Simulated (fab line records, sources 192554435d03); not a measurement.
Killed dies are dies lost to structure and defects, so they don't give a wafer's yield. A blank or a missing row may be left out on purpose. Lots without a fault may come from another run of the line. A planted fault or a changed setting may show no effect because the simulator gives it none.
Chamber matching | flow n5_finfet | N5_HKMG_FIN_STRIP_34 on rie_diel-01: 4 sister chambers
The step strips in CF4. 4 wafers are shown with their chamber, then 9 later ones without.

WAFERS WITH THEIR CHAMBER
wafer  | chamber | showerhead_plenum_p_Torr (Torr)
L087.6 | 3       | 1.90
L095.1 | 2       | 1.72
L095.2 | 0       | 1.78
L095.3 | 1       | 1.83

WAFERS WITHOUT THEIR CHAMBER
wafer  | showerhead_plenum_p_Torr (Torr)
L095.4 | 1.83
L095.5 | 1.78
L095.6 | 1.71
L097.1 | 1.83
L097.2 | 1.78
L097.3 | 1.71
L097.4 | 1.90
L097.5 | 1.90
L097.6 | 1.71

WHICH CHAMBER EACH WENT THROUGH
wafer  | from the rows above | in truth
L095.4 | 1                   | 1
L095.5 | 0                   | 0
L095.6 | 2                   | 2
L097.1 | 1                   | 1
L097.2 | 0                   | 0
L097.3 | 2                   | 2
L097.4 | 3                   | 3
L097.5 | 3                   | 3
L097.6 | 2                   | 2
Placed correctly: 9 of 9. Can't be placed from these rows: 0. Placed wrongly: 0.
How it was worked out, from the rows above alone: a wafer's distance from a chamber is the root of the sum, over the readings, of the square of ((its reading less the chamber's mean) divided by the reading's scatter). The wafer belongs to the nearest chamber; if the next one is less than 2 further off, it can't be placed. A chamber's mean is the mean of its shown wafers. The scatter: with one shown wafer a chamber, the root of the mean of the squares of how far each hidden wafer lies from its nearest shown one.
